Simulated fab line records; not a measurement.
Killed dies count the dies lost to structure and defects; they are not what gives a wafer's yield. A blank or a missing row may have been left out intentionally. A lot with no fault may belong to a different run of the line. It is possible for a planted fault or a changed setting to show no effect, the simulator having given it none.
Matching of chambers || flow n5 finfet || N5_BEOL_M6_STRIP_67 on rie diel-04: 4 sister chambers
The step strips in CF4. 8 wafers are shown with their chamber, then 10 later ones without.

== WAFERS WITH THEIR CHAMBER ==
{"wafer": "L079.5", "chamber": 0, "drypump motor current A (A)": 6.4, "showerhead plenum p Torr (Torr)": 1.90}
{"wafer": "L086.4", "chamber": 2, "drypump motor current A (A)": 5.5, "showerhead plenum p Torr (Torr)": 1.83}
{"wafer": "L086.6", "chamber": 1, "drypump motor current A (A)": 5.3, "showerhead plenum p Torr (Torr)": 1.79}
{"wafer": "L090.1", "chamber": 2, "drypump motor current A (A)": 5.4, "showerhead plenum p Torr (Torr)": 1.83}
{"wafer": "L090.4", "chamber": 1, "drypump motor current A (A)": 5.4, "showerhead plenum p Torr (Torr)": 1.79}
{"wafer": "L090.5", "chamber": 3, "drypump motor current A (A)": 6.5, "showerhead plenum p Torr (Torr)": 1.84}
{"wafer": "L092.1", "chamber": 3, "drypump motor current A (A)": 6.5, "showerhead plenum p Torr (Torr)": 1.84}
{"wafer": "L092.2", "chamber": 0, "drypump motor current A (A)": 6.4, "showerhead plenum p Torr (Torr)": 1.89}

== WAFERS WITHOUT THEIR CHAMBER ==
{"wafer": "L092.5", "drypump motor current A (A)": 5.4, "showerhead plenum p Torr (Torr)": 1.83}
{"wafer": "L093.1", "drypump motor current A (A)": 6.5, "showerhead plenum p Torr (Torr)": 1.84}
{"wafer": "L093.3", "drypump motor current A (A)": 6.4, "showerhead plenum p Torr (Torr)": 1.89}
{"wafer": "L093.5", "drypump motor current A (A)": 5.3, "showerhead plenum p Torr (Torr)": 1.79}
{"wafer": "L095.1", "drypump motor current A (A)": 5.4, "showerhead plenum p Torr (Torr)": 1.83}
{"wafer": "L095.2", "drypump motor current A (A)": 6.5, "showerhead plenum p Torr (Torr)": 1.84}
{"wafer": "L095.4", "drypump motor current A (A)": 5.3, "showerhead plenum p Torr (Torr)": 1.78}
{"wafer": "L097.4", "drypump motor current A (A)": 5.5, "showerhead plenum p Torr (Torr)": 1.83}
{"wafer": "L097.5", "drypump motor current A (A)": 5.4, "showerhead plenum p Torr (Torr)": 1.83}
{"wafer": "L097.6", "drypump motor current A (A)": 5.3, "showerhead plenum p Torr (Torr)": 1.78}

== WHICH CHAMBER EACH ONE RAN IN ==
{"wafer": "L092.5", "from the rows above": 2, "in truth": 2}
{"wafer": "L093.1", "from the rows above": 3, "in truth": 3}
{"wafer": "L093.3", "from the rows above": 0, "in truth": 0}
{"wafer": "L093.5", "from the rows above": 1, "in truth": 1}
{"wafer": "L095.1", "from the rows above": 2, "in truth": 2}
{"wafer": "L095.2", "from the rows above": 3, "in truth": 3}
{"wafer": "L095.4", "from the rows above": 1, "in truth": 1}
{"wafer": "L097.4", "from the rows above": 2, "in truth": 2}
{"wafer": "L097.5", "from the rows above": 2, "in truth": 2}
{"wafer": "L097.6", "from the rows above": 1, "in truth": 1}
10 of 10 placed correctly. Left unplaced by these rows: 0. Number placed wrongly: 0.
How it was worked out, from the rows above alone: a wafer's distance from a chamber is the root of the sum, over the readings, of the square of ((its reading less the chamber's mean) divided by the reading's scatter). If the next closest chamber is less than 2 further off than the closest, the wafer can't be placed; otherwise it belongs to the closest. Each chamber's mean is taken over the wafers shown for it. The scatter: take each reading less its chamber's mean, square it, sum over the shown wafers, divide by the number of wafers less the number of chambers, and take the root.
